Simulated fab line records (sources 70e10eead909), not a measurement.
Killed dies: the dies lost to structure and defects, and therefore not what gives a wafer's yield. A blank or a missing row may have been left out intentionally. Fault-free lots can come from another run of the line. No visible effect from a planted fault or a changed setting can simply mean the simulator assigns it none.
Check for tools in common -- flow nandHarc -- 1 lot, 3 wafers sampled

== REASON FOR OPENING ==
At NHARC_END_SORT_01 the reading killedAtPeriphery is flagged on 1 of 1 lot. Fault-free wafers read 3.9, with a standard deviation of 2.7.
Rule: a lot is flagged when every wafer of it that has a number lies more than 4 standard deviations from that mean, or none has a number. The other lots count as sound.

lot,measured,on,"killedAtPeriphery, wafer by wafer",flag
L264,day 27 23:51,prober-02,637 650 632,FLAGGED
Flagged lots average 639.7: +635.8 relative to the usual, that is +99 or more standard deviations.

== LOT BY LOT: THE TOOL USED ==
The record holds 4 process steps before the reading, out of a route of 1302 steps. Read each cell as the tool, then ch plus the chambers that the sampled wafers visited, then the start.
lot,flag,NHARC_P_ZERO_WELL_DESCUM_26,NHARC_P_STI_DESCUM_14,NHARC_P_GATE_EXPOSE_08,NHARC_P_GATE_STRIP_108
L264,FLAGGED,"rieDiel-13 ch 0,2,3, day 5 09:28","rieDiel-06 ch 2,3, day 6 08:48","krfScanner-02 ch 0, day 7 23:16","rieDiel-08 ch 0,3, day 8 16:56"
What the steps here do:
- NHARC_P_ZERO_WELL_DESCUM_26: chemistry O2, time 3 s.
- NHARC_P_STI_DESCUM_14: chemistry O2, time 3 s.
- NHARC_P_GATE_EXPOSE_08: exposes mask P HV.
- NHARC_P_GATE_STRIP_108: strips in O2.
- NHARC_END_SORT_01

== FLAGGED OVER TOTAL, TOOL BY TOOL (the gauges that took the reading come last) ==
step,tool,lots run,flagged,share of the flagged lots,sound lots run after its first flagged lot
NHARC_P_ZERO_WELL_DESCUM_26,rieDiel-13,1,1,all,0
NHARC_P_STI_DESCUM_14,rieDiel-06,1,1,all,0
NHARC_P_GATE_EXPOSE_08,krfScanner-02,1,1,all,0
NHARC_P_GATE_STRIP_108,rieDiel-08,1,1,all,0
NHARC_END_SORT_01,prober-02,1,1,all,0

== WHAT THE TABLE ALLOWS ==
5 rows of the table ran every flagged lot: rieDiel-13 at NHARC_P_ZERO_WELL_DESCUM_26, rieDiel-06 at NHARC_P_STI_DESCUM_14, krfScanner-02 at NHARC_P_GATE_EXPOSE_08, rieDiel-08 at NHARC_P_GATE_STRIP_108, prober-02 at NHARC_END_SORT_01.
- rieDiel-13 at NHARC_P_ZERO_WELL_DESCUM_26: 1 of its 1 lot flagged. The start can't be narrowed down: in this sample, it ran no sound lot prior to its first flagged lot.
- rieDiel-06 at NHARC_P_STI_DESCUM_14: 1 of its 1 lot flagged. The start can't be narrowed down: in this sample, it ran no sound lot prior to its first flagged lot.
- krfScanner-02 at NHARC_P_GATE_EXPOSE_08: 1 of its 1 lot flagged. The start can't be narrowed down: in this sample, it ran no sound lot prior to its first flagged lot.
- rieDiel-08 at NHARC_P_GATE_STRIP_108: 1 of its 1 lot flagged. The start can't be narrowed down: in this sample, it ran no sound lot prior to its first flagged lot.
- prober-02 at NHARC_END_SORT_01: 1 of its 1 lot flagged. The start can't be narrowed down: in this sample, it ran no sound lot prior to its first flagged lot.
These 5 tools cannot be told apart by counting lots, since each of them fits a fault that started at some hour. More lots, or a look at what each step does to the wafer, might.

== WHAT THE SIMULATOR HAD PUT IN ==
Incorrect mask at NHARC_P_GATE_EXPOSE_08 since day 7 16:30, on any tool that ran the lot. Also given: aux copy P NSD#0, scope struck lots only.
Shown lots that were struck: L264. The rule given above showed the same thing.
